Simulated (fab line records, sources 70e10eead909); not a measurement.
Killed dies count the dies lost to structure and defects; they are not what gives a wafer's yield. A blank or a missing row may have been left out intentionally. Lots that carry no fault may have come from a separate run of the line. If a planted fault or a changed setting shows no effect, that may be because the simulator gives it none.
Matching of chambers ; flow nand-harc ; rie-diel-13 running NHARC_A_CONTACT_ETCH_90: 4 sister chambers
The step etches the open film in CH3F/O2, target depth 40 nm, time 85.7 s. 16 wafers are shown with their chamber, then 8 later ones without.

EACH WAFER AND ITS CHAMBER
wafer;chamber;showerhead-plenum-p-Torr (Torr);oes-product-au (a.u.);run-length-s (s)
L787.3;2;2.32;0.99;107.0
L787.4;3;2.42;0.99;107.6
L787.5;1;2.44;0.98;106.4
L789.1;0;2.33;0.98;107.0
L789.4;2;2.32;1.00;107.1
L789.5;3;2.42;1.01;107.1
L791.1;1;2.44;1.01;106.1
L791.2;2;2.32;1.01;106.5
L791.5;3;2.41;1.00;107.2
L793.4;1;2.44;1.01;106.6
L793.5;0;2.33;0.98;107.1
L793.6;1;2.44;1.00;107.0
L792.1;2;2.31;1.01;107.2
L792.3;3;2.41;1.00;106.8
L792.5;2;2.31;1.02;106.8
L796.1;0;2.33;0.93;106.8

SIGNATURES (averages over the wafers above)
reading;chamber 0;chamber 1;chamber 2;chamber 3;scatter within a chamber
showerhead-plenum-p-Torr;2.3300;2.4400;2.3160;2.4150;0.00428
oes-product-au;0.9633;1.0000;1.0060;1.0000;0.0158
run-length-s;106.967;106.525;106.920;107.175;0.304
Rule: a wafer's distance from a chamber is the root of the sum, over the readings, of the square of ((its reading less the chamber's mean) divided by the reading's scatter). The wafer belongs to the nearest chamber; if the next one is less than 2 further off, it can't be placed. The scatter is the square root of a quotient: the sum, over the shown wafers, of each reading's squared deviation from its chamber's mean, divided by wafers minus chambers.

WAFERS WHOSE CHAMBER IS MISSING
wafer;showerhead-plenum-p-Torr (Torr);oes-product-au (a.u.);run-length-s (s)
L796.3;2.44;0.92;106.1
L796.6;2.44;0.94;106.2
L806.4;2.31;0.93;106.5
L806.5;2.43;0.93;106.4
L806.6;2.31;0.93;106.8
L810.1;2.32;0.91;107.7
L810.3;2.40;0.93;106.7
L810.4;2.43;0.93;106.1

THE CHAMBER EACH PASSED THROUGH
wafer;from the rows above;in truth
L796.3;1;1
L796.6;1;1
L806.4;can't be placed: 2 or 0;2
L806.5;can't be placed: 1 or 3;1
L806.6;can't be placed: 2 or 0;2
L810.1;can't be placed: 0 or 2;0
L810.3;3;3
L810.4;can't be placed: 1 or 3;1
Placed correctly: 3 of 8. Can't be placed from these rows: 5 (the true chamber is among the candidates in 5). 0 placed wrongly.
